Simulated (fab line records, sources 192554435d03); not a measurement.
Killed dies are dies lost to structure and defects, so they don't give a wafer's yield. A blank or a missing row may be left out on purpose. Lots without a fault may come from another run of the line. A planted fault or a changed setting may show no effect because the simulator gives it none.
Chamber matching | flow n5_finfet | N5_DUMMY_GATE_HM_OPEN_21 on rie_diel-06: 4 sister chambers
The step chemistry CH3F/O2, target SiNx, target depth 120 nm, time 171.4 s. 14 wafers are shown with their chamber, then 7 later ones without.

WAFERS WITH THEIR CHAMBER
wafer  | chamber | showerhead_plenum_p_Torr (Torr) | throttle_valve_pct (%) | oes_product_au (a.u.)
L078.2 | 0       | 2.03                            | 16.57                  | 0.81
L078.4 | 1       | 2.12                            | 16.01                  | 0.86
L078.5 | 0       | 2.03                            | 16.58                  | 0.81
L084.1 | 3       | 2.08                            | 16.81                  | 0.70
L084.4 | 1       | 2.11                            | 16.02                  | 0.86
L084.5 | 0       | 2.03                            | 16.59                  | 0.80
L086.2 | 0       | 2.03                            | 16.61                  | 0.79
L086.3 | 2       | 2.02                            | 16.47                  | 0.73
L086.4 | 1       | 2.11                            | 16.04                  | 0.85
L087.1 | 1       | 2.11                            | 16.02                  | 0.84
L087.2 | 3       | 2.08                            | 16.80                  | 0.69
L087.6 | 2       | 2.02                            | 16.47                  | 0.74
L089.1 | 0       | 2.03                            | 16.61                  | 0.79
L089.2 | 2       | 2.02                            | 16.48                  | 0.73

SIGNATURES (means of the wafers above)
reading                  | chamber 0 | chamber 1 | chamber 2 | chamber 3 | scatter within a chamber
showerhead_plenum_p_Torr | 2.0300    | 2.1125    | 2.0200    | 2.0800    | 0.00274
throttle_valve_pct       | 16.5920   | 16.0225   | 16.4733   | 16.8050   | 0.0137
oes_product_au           | 0.8000    | 0.8525    | 0.7333    | 0.6950    | 0.0089
Rule: a wafer's distance from a chamber is the root of the sum, over the readings, of the square of ((its reading less the chamber's mean) divided by the reading's scatter). The wafer belongs to the nearest chamber; if the next one is less than 2 further off, it can't be placed. The scatter: the root of (the sum of the squares of (reading less its chamber's mean) over the shown wafers, divided by (wafers less chambers)).

WAFERS WITHOUT THEIR CHAMBER
wafer  | showerhead_plenum_p_Torr (Torr) | throttle_valve_pct (%) | oes_product_au (a.u.)
L089.4 | 2.08                            | 16.81                  | 0.69
L090.3 | 2.08                            | 16.82                  | 0.68
L090.4 | 2.03                            | 16.62                  | 0.79
L090.6 | 2.03                            | 16.61                  | 0.79
L093.2 | 2.11                            | 16.05                  | 0.83
L093.3 | 2.03                            | 16.63                  | 0.78
L093.6 | 2.01                            | 16.48                  | 0.72

WHICH CHAMBER EACH WENT THROUGH
wafer  | from the rows above | in truth
L089.4 | 3                   | 3
L090.3 | 3                   | 3
L090.4 | 0                   | 0
L090.6 | 0                   | 0
L093.2 | 1                   | 1
L093.3 | 0                   | 0
L093.6 | 2                   | 2
Placed correctly: 7 of 7. Can't be placed from these rows: 0. Placed wrongly: 0.
